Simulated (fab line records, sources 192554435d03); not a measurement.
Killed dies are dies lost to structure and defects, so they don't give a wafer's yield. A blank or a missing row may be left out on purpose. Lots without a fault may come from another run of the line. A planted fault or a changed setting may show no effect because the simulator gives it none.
fab line records | flow n5_finfet
record lots=7 wafers=21
route steps=1938 shown SDB@369 DUMMY_REMOVAL@377 MOL_CONTACT_COAG@531 BEOL_M0_SAQP@638
start_h: hours from the record's first day to the start of the lot's first wafer shown | wait_h: hours since the lot's step before | " the same as in the row above | L1.1+2: a row that stands for several wafers | - no value, or no start given | * or withheld: withheld | < > ~ a bound
route shown NAME@n: a module of which the file shows steps, and the number in the route of the first | usual: mean/standard deviation of fault-free wafers | same: alike in all rows | chamber/n: place in a boat | sites: the reading at each site | _std_site: their standard deviation | _edge_site: outer sites' mean less inner sites' | radius_mm: how far each site lies from the wafer's centre | mask NAME#n: copy n | behind: the tool/chamber that last shaped the wafer | hold: why the lot was held/for how many hours/how that ended | device: the transistor (n, p or np) that didn't switch | end of line: the same wafers' tests at the end of the route | a step without rows: its recipe alone | killed: dies lost to structure and defects at the first sort, not the wafer's yield | map: a wafer's dies, x killed, . not, _ none there
set.NAME: the setting as run; set.NAME@STEP: as run at that earlier step | model.NAME: the simulator's own value behind a step, which no gauge read
lots whose settings were changed on purpose; a table a step, a row a wafer
## steps
# step N5_SDB_CUT_ETCH_26
# recipe chemistry=HBr/Cl2/O2 target=Si target_depth_a=1296 bt_time_s=20 mask_material=SiNx time_s=51.8 ion_energy_ev=* bias_w=* pressure_mtorr=10 icp_w=800 HBr_flow_sccm=150 Cl2_flow_sccm=80 O2_flow_sccm=12
# columns lot.wafer tool chamber start_h wait_h set.bias_w model.SiNx_of_SDB_HM_DEP_00.thk_nm
L074.2 rie_si-06 2 68.28 0.1 * 23.2
L074.3 " 3 " " * 24.2
L074.5 " 0 " " * 21.6
L082.2 rie_si-06 0 121.14 0.1 * 20.6
L082.4 " 1 " " * 21.8
L082.6 " 1 " " * 23.4
L083.2 rie_si-06 2 121.82 0.1 * 24.2
L083.4+6 " 1,0 " " * 21.6
L087.2 rie_si-04 2 144.39 0.1 * 23.8
L087.5+6 " 0,3 " " * 22.2
L089.3 rie_si-01 0 157.11 0.1 * 20.8
L089.4 " 3 " " * 23.4
L089.5 " 1 " " * 22.2
L091.2 rie_si-04 3 167.11 0.1 * 20
L091.3 " 0 " " * 20.2
L091.4 " 1 " " * 21.6
L095.1 rie_si-01 3 201.13 0.1 * 22.2
L095.5 " 3 " " * 22
L095.6 " 0 " " * 21.2
# step N5_SDB_PRECLEAN_38
# recipe chemistry=dHF time_s=10 dilution=750:1 temp_c=25
# columns lot.wafer tool chamber start_h wait_h set.bias_w@SDB_CUT_ETCH_26 model.SiNx_of_SDB_HM_DEP_00.thk_nm
L074.2 wet_bench-01 3 68.39 0.1 * 23.2
L074.3 " 1 " " * 24.2
L074.5 " 0 " " * 21.6
L082.2 wet_bench-05 4 121.25 0.1 * 20.6
L082.4 " 2 " " * 21.6
L082.6 " 0 " " * 23.4
L083.2 wet_bench-05 3 121.94 0.1 * 24.2
L083.4+6 " 6,4 " " * 21.6
L087.2 wet_bench-01 1 144.50 0.1 * 23.8
L087.5+6 " 0,3 " " * 22
L089.3 wet_bench-02 5 157.25 0.1 * 20.8
L089.4 " 1 " " * 23.4
L089.5 " 4 " " * 22.2
L091.2 wet_bench-02 3 167.23 0.1 * 20
L091.3 " 4 " " * 20.2
L091.4 " 0 " " * 21.6
L095.1 wet_bench-02 4 201.24 0.1 * 22
L095.5 " 7 " " * 22
L095.6 " 3 " " * 21.2
# step N5_SDB_ALD_29
# recipe material=SiNx target_thk_a=300 temp_c=400 ald_precursor_family=SiH2I2 ald_co_reactant=N2/H2-plasma pulse_time_s=1 ald_cycles=600 purge_time_s=2 co_reactant_purge_time_s=2 pressure_torr=2
# columns lot.wafer tool chamber start_h wait_h set.ald_cycles model.SiNx_of_SDB_ALD_29.thk_nm
L074.2 ald_sin-01 3 68.46 0.0 600 30.4
L074.3 " 1 " " 522 26
L074.5 " 3 69.81 1.4 522 26.6
L082.2+4+6 ald_sin-04 0,1,1 121.32 0.0 600 30.2
L083.2 ald_sin-01 1 122.22 0.2 600 30
L083.4 " 0 " " 628 31.4
L083.6 " 3 123.57 1.6 600 30.4
L087.2 ald_sin-01 0 144.60 0.0 565 28.4
L087.5 " 0 145.96 1.4 600 30
L087.6 " 1 " " 600 29.8
L089.3 ald_sin-02 1 157.32 0.0 600 29.8
L089.4+5 " 2,3 " " 600 30
L091.2 ald_sin-04 2 167.30 0.0 564 28.6
L091.3 " 1 " " 600 30.2
L091.4 " 0 " " 564 28.2
L095.1 ald_sin-04 1 201.31 0.0 600 30
L095.5 " 0 202.66 1.4 648 32.2
L095.6 " 1 " " 600 30.2
# step N5_SDB_CMP_30
# recipe stop_on=poly-Si t_overpolish_s=1.54 post_cmp_clean=alkaline_brush down_force_psi=4.1491 platen_rpm=51.796 pad_velocity_m_s=1.0306 target_thk_nm=30
# step N5_DUMMY_REMOVAL_HM_STRIP_01
# recipe chemistry=CH3F/O2 material=SiNx target_depth_a=40 stop_on=poly-Si time_s=6.8 over_etch_frac=0.3 ion_energy_ev=60 power_w=410 bias_w=29 Ar_flow_sccm=150 CH3F_flow_sccm=30 O2_flow_sccm=20
# columns lot.wafer tool chamber start_h wait_h set.ald_cycles@SDB_ALD_29 model.SiNx_of_SDB_ALD_29.thk_nm
L074.2 rie_diel-04 2 71.55 0.0 600 29.8
L074.3 " 1 " " 522 25.4
L074.5 " 3 " " 522 26
L082.2+4+6 rie_diel-03 2,0,2 124.41 0.0 600 29.6
L083.2 rie_diel-03 2 125.31 0.0 600 29.4
L083.4 " 1 " " 628 29.4
L083.6 " 3 " " 600 29.8
L087.2 rie_diel-02 3 147.69 0.0 565 27.8
L087.5 " 1 " " 600 29.4
L087.6 " 0 " " 600 29.2
L089.3+5 rie_diel-03 2,0 160.75 0.1 600 29.2
L089.4 " 1 " " 600 29.4
L091.2 rie_diel-02 1 170.38 0.0 564 28
L091.3 " 2 " " 600 29.6
L091.4 " 0 " " 564 27.6
L095.1+6 rie_diel-03 0,1 204.40 0.0 600 29.4
L095.5 " 2 " " 648 31.4
# step N5_DUMMY_REMOVAL_STRIP_10
# recipe chemistry=N2/H2 time_s=40 power_w=100 temp_c=40 pressure_mtorr=100 rf_frequency_hz=6e+07 bias_power_w=3 n2_flow_sccm=300 h2_flow_sccm=300
# step N5_DUMMY_REMOVAL_PRECLEAN_07
# recipe chemistry=dHF time_s=30 temp_c=25 dilution=withheld
# columns lot.wafer tool chamber start_h wait_h set.ald_cycles@SDB_ALD_29 model.SiNx_of_SDB_ALD_29.thk_nm
L074.2 wet_bench-06 7 71.67 0.1 600 29.6
L074.3 " 0 " " 522 25.4
L074.5 " 4 " " 522 25.8
L082.2+4+6 wet_bench-03 3,0,4 124.54 0.1 600 29.4
L083.2 wet_bench-06 6 125.43 0.1 600 29.2
L083.4 " 7 " " 628 29.2
L083.6 " 0 " " 600 29.6
L087.2 wet_bench-06 3 147.82 0.1 565 27.6
L087.5 " 0 " " 600 29.2
L087.6 " 4 " " 600 29
L089.3 wet_bench-04 0 160.88 0.1 600 29
L089.4+5 " 2,1 " " 600 29.2
L091.2 wet_bench-04 4 170.51 0.1 564 27.8
L091.3 " 1 " " 600 29.4
L091.4 " 7 " " 564 27.4
L095.1 wet_bench-03 1 204.53 0.1 600 29.2
L095.5 " 5 " " 648 31.2
L095.6 " 0 " " 600 29.4
# step N5_MOL_CONTACT_COAG_ETCH_105
# recipe chemistry=CF4 target=SiARC target_depth_a=156 mask_material=CAR-EUV time_s=26 ion_energy_ev=80 pressure_mtorr=40 source_w=545 bias_w=36 Ar_flow_sccm=100 cf4_flow_sccm=100 ends=cleared
# usual rf_vpp_V=184.3/1.2
# columns lot.wafer tool chamber start_h wait_h set.bias_w rf_vpp_V
L074.2 rie_diel-06 1 89.09 0.0 39.26 194.6
L074.3 " 2 " " 36 184.6
L074.5 " 1 " " 39.26 194.1
L082.2 rie_diel-05 2 142.88 0.0 36 184.7
L082.4 " 3 " " 39.29 192.9
L082.6 " 0 " " 36 183.6
L083.2 rie_diel-06 3 144.98 0.0 39.83 197.8
L083.4 " 0 " " 36 184.0
L083.6 " 2 " " 36 183.1
L087.2 rie_diel-05 2 164.91 0.0 36 186.5
L087.5 " 0 " " 31.39 168.4
L087.6 " 3 " " 31.39 167.6
L089.3 rie_diel-05 0 178.20 0.0 36 183.9
L089.4 " 3 " " 36 184.3
L089.5 " 1 " " 36 186.4
L091.2 rie_diel-01 1 187.61 0.0 36 181.9
L091.3 " 0 " " 36 186.4
L091.4 " 3 " " 36 183.6
L095.1 rie_diel-01 3 222.31 0.0 31.41 168.9
L095.5 " 0 " " 31.41 169.3
L095.6 " 3 " " 36 184.5
# step N5_MOL_CONTACT_COAG_COAT_64
# recipe resist=underlayer temp_c=205 time_s=60 spin_rpm=1500 resist_thk_nm=10
# columns lot.wafer tool chamber start_h wait_h set.spin_rpm model.underlayer_of_MOL_CONTACT_COAG_COAT_64.thk_nm
L074.2+5 litho_track-03 0 - - 1500 10
L074.3 " 0 " " 1411 10.4
L083.2+4+6 litho_track-01 0 - - 1500 10
L082.2+4+6 litho_track-05 0 - - 1500 10
L087.2 litho_track-03 0 - - 1500 10
L087.5+6 " 0 " " 1382 10.4
L089.3+4+5 litho_track-01 0 - - 1500 10
L091.2+4 litho_track-03 0 - - 1500 10
L091.3 " 0 " " 1634 9.6
L095.1+5 litho_track-01 0 - - 1500 10
L095.6 " 0 " " 1332 10.6
# step N5_MOL_CONTACT_COAG_COAT_34
# recipe resist=CAR-EUV spin_rpm=1500 resist_thk_nm=40
# step N5_MOL_CONTACT_COAG_EBR_36
# recipe solvent=PGMEA ebr_width_mm=1.5
# step N5_MOL_CONTACT_COAG_DESCUM_45
# recipe chemistry=O2 time_s=7 source_power_w=50 bias_power_w=20 pressure_mtorr=20 rf_frequency_hz=2.712e+07 temp_c=40 resist=CAR-EUV o2_flow_sccm=225
# step N5_MOL_CONTACT_COAG_ETCH_65
# recipe chemistry=N2/H2 target=underlayer target_depth_a=130 mask_material=CAR-EUV time_s=10.4 ion_energy_ev=200 pressure_mtorr=30 source_w=840 bias_w=150 n2_flow_sccm=200 h2_flow_sccm=200 ends=cleared
# columns lot.wafer tool chamber start_h wait_h set.spin_rpm@MOL_CONTACT_COAG_COAT_64 model.CAR-EUV_of_MOL_CONTACT_COAG_COAT_34.thk_nm model.etch.depth_nm
L074.2 rie_diel-06 3 100.15 0.0 1500 24.6 10.04
L074.3 " 1 " " 1411 24.2 10.35
L074.5 " 1 " " 1500 24.4 10.04
L083.2 rie_diel-01 1 155.93 0.0 1500 24.6 10.05
L083.4 " 2 " " 1500 24.6 10.04
L083.6 " 3 " " 1500 24.6 10.02
L082.2 rie_diel-06 3 156.07 0.0 1500 24.8 10
L082.4 " 1 " " 1500 24.8 9.999
L082.6 " 3 " " 1500 24.8 9.993
L087.2 rie_diel-06 1 176.83 0.0 1500 25 9.987
L087.5 " 3 " " 1382 24.2 10.44
L087.6 " 2 " " 1382 24.4 10.39
L089.3 rie_diel-06 2 191.14 0.0 1500 24.6 9.983
L089.4 " 1 " " 1500 24.6 9.972
L089.5 " 3 " " 1500 24.6 10
L091.2 rie_diel-01 1 199.12 0.0 1500 24.8 10.01
L091.3 " 2 " " 1634 25.2 9.607
L091.4 " 3 " " 1500 24.8 10.03
L095.1 rie_diel-01 3 234.11 0.0 1500 24.6 9.981
L095.5 " 0 " " 1500 24.4 10.01
L095.6 " 3 " " 1332 23.8 10.62
# step N5_MOL_CONTACT_COAG_ETCH_66
# recipe chemistry=CF4 target=SiARC target_depth_a=130 mask_material=CAR-EUV time_s=21.7 ion_energy_ev=80 pressure_mtorr=40 source_w=545 bias_w=36 Ar_flow_sccm=100 cf4_flow_sccm=100 ends=cleared
# columns lot.wafer tool chamber start_h wait_h set.spin_rpm@MOL_CONTACT_COAG_COAT_64 model.CAR-EUV_of_MOL_CONTACT_COAG_COAT_34.thk_nm
L074.2 rie_diel-06 3 100.17 0.0 1500 17
L074.3 " 1 " " 1411 16.6
L074.5 " 1 " " 1500 16.6
L083.2+4 rie_diel-01 1,2 155.95 0.0 1500 17
L083.6 " 3 " " 1500 16.8
L082.2 rie_diel-06 3 156.09 0.0 1500 17.2
L082.4+6 " 1,3 " " 1500 17
L087.2 rie_diel-06 1 176.85 0.0 1500 17.2
L087.5+6 " 3,2 " " 1382 16.6
L089.3+4 rie_diel-06 2,1 191.16 0.0 1500 16.8
L089.5 " 3 " " 1500 17
L091.2+4 rie_diel-01 1,3 199.14 0.0 1500 17
L091.3 " 2 " " 1634 17.6
L095.1+5 rie_diel-01 3,0 234.12 0.0 1500 16.8
L095.6 " 3 " " 1332 16.2
# step N5_MOL_CONTACT_COAG_ALD_133
# recipe material=SiO2 target_thk_a=50 temp_c=100 ald_precursor_family=BDEAS ald_co_reactant=O2-plasma pulse_time_s=1 co_reactant_pulse_time_s=1 purge_time_s=2 co_reactant_purge_time_s=2 ald_cycles=35 pressure_torr=2
# step N5_MOL_CONTACT_COAG_ETCHBACK_134
# recipe chemistry=CHF3 target=SiO2 target_depth_a=100 time_s=6.7 ion_energy_ev=200 pressure_mtorr=30 source_w=610 bias_w=170 Ar_flow_sccm=200 CHF3_flow_sccm=50
# columns lot.wafer tool chamber start_h wait_h set.spin_rpm@MOL_CONTACT_COAG_COAT_64 model.CAR-EUV_of_MOL_CONTACT_COAG_COAT_34.thk_nm
L074.2 rie_diel-01 3 100.43 0.1 1500 15.6
L074.3 " 2 " " 1411 15
L074.5 " 2 " " 1500 15.2
L083.2+4+6 rie_diel-01 1,0,1 156.29 0.2 1500 15.6
L082.2 rie_diel-05 0 156.52 0.2 1500 15.8
L082.4+6 " 3,1 " " 1500 15.6
L087.2 rie_diel-06 1 177.13 0.1 1500 15.8
L087.5+6 " 1,0 " " 1382 15.2
L089.3+4 rie_diel-06 3,2 191.50 0.2 1500 15.4
L089.5 " 1 " " 1500 15.6
L091.2+4 rie_diel-06 1,0 199.53 0.1 1500 15.6
L091.3 " 3 " " 1634 16.2
L095.1+5 rie_diel-05 1 234.40 0.1 1500 15.4
L095.6 " 0 " " 1332 14.8
# step N5_BEOL_M0_SAQP_PECVD_04
# recipe material=a-Si target_thk_a=600 temp_c=350 precursor=SiH4/He pressure_torr=3 rf_w=100 time_s=60.2
# columns lot.wafer tool chamber start_h wait_h set.time_s model.a-Si_of_BEOL_M0_SAQP_PECVD_04.thk_nm
L074.2 pecvd-03 0 107.83 0.0 60.2 60.4
L074.3 " 1 " " 60.2 59.8
L074.5 " 0 " " 55.67 56.6
L083.2 pecvd-02 0 161.61 0.0 52.28 52
L083.4+6 " 0,1 " " 60.2 60
L082.2 pecvd-03 1 164.71 0.0 55.33 55.2
L082.4 " 2 " " 55.33 54.6
L082.6 " 1 " " 60.2 60
L087.2 pecvd-03 2 183.66 0.0 53.73 53.4
L087.5 " 1 " " 60.2 61.2
L087.6 " 2 " " 53.73 53.6
L089.3+5 pecvd-03 1,2 197.21 0.0 60.2 60.6
L089.4 " 1 " " 60.2 60.8
L091.2 pecvd-01 0 207.51 0.0 60.2 59.2
L091.3 " 2 " " 60.2 58.6
L091.4 " 2 " " 60.2 59.8
L095.1 pecvd-02 1 240.23 0.0 60.2 59
L095.5 " 2 " " 62.49 61.8
L095.6 " 1 " " 60.2 60.6
# step N5_BEOL_M0_SAQP_THK_MEAS_05
# usual thk_nm=59.9/0.69
# columns lot.wafer tool chamber start_h wait_h set.time_s@BEOL_M0_SAQP_PECVD_04 thk_nm
L074.2 film_metro-01 - 107.96 0.1 60.2 60.4
L074.3 " - " " 60.2 59.8
L074.5 " - " " 55.67 56.6
L083.2 film_metro-02 - 161.71 0.1 52.28 52.0
L083.4 " - " " 60.2 60.1
L083.6 " - " " 60.2 60.0
L082.2 film_metro-02 - 164.81 0.1 55.33 55.2
L082.4 " - " " 55.33 54.5
L082.6 " - " " 60.2 60.0
L087.2 film_metro-02 - 183.76 0.1 53.73 53.4
L087.5 " - " " 60.2 61.1
L087.6 " - " " 53.73 53.6
L089.3 film_metro-01 - 197.30 0.1 60.2 60.5
L089.4 " - " " 60.2 60.8
L089.5 " - " " 60.2 60.5
L091.2 film_metro-02 - 207.61 0.1 60.2 59.2
L091.3 " - " " 60.2 58.6
L091.4 " - " " 60.2 59.8
L095.1 film_metro-02 - 240.36 0.1 60.2 58.9
L095.5 " - " " 62.49 61.7
L095.6 " - " " 60.2 60.6
## key
split step=N5_SDB_CUT_ETCH_26 setting=bias_w stated=* by=wafer
response step=N5_SDB_CUT_ETCH_26 reading=model.SiNx_of_SDB_HM_DEP_00.thk_nm change=-0.153 per=1% r=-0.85
response step=N5_SDB_PRECLEAN_38 reading=model.SiNx_of_SDB_HM_DEP_00.thk_nm change=-0.156 per=1% r=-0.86
split step=N5_SDB_ALD_29 setting=ald_cycles stated=600 by=wafer
response step=N5_SDB_ALD_29 reading=model.SiNx_of_SDB_ALD_29.thk_nm change=+0.293 per=1% r=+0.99
response step=N5_DUMMY_REMOVAL_HM_STRIP_01 reading=model.SiNx_of_SDB_ALD_29.thk_nm change=+0.271 per=1% r=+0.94
response step=N5_DUMMY_REMOVAL_PRECLEAN_07 reading=model.SiNx_of_SDB_ALD_29.thk_nm change=+0.264 per=1% r=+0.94
split step=N5_MOL_CONTACT_COAG_ETCH_105 setting=bias_w stated=36 by=wafer
response step=N5_MOL_CONTACT_COAG_ETCH_105 reading=rf_vpp_V change=+1.24 per=1% r=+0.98
split step=N5_MOL_CONTACT_COAG_COAT_64 setting=spin_rpm stated=1500 by=wafer
response step=N5_MOL_CONTACT_COAG_COAT_64 reading=model.underlayer_of_MOL_CONTACT_COAG_COAT_64.thk_nm change=-0.0523 per=1% r=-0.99
response step=N5_MOL_CONTACT_COAG_ETCH_65 reading=model.CAR-EUV_of_MOL_CONTACT_COAG_COAT_34.thk_nm change=+0.0619 per=1% r=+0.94
response step=N5_MOL_CONTACT_COAG_ETCH_65 reading=model.etch.depth_nm change=-0.0524 per=1% r=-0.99
response step=N5_MOL_CONTACT_COAG_ETCH_66 reading=model.CAR-EUV_of_MOL_CONTACT_COAG_COAT_34.thk_nm change=+0.0595 per=1% r=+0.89
response step=N5_MOL_CONTACT_COAG_ETCHBACK_134 reading=model.CAR-EUV_of_MOL_CONTACT_COAG_COAT_34.thk_nm change=+0.0634 per=1% r=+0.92
split step=N5_BEOL_M0_SAQP_PECVD_04 setting=time_s stated=60.2 by=wafer
response step=N5_BEOL_M0_SAQP_PECVD_04 reading=model.a-Si_of_BEOL_M0_SAQP_PECVD_04.thk_nm change=+0.619 per=1% r=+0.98
response step=N5_BEOL_M0_SAQP_THK_MEAS_05 reading=thk_nm change=* per=1% r=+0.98
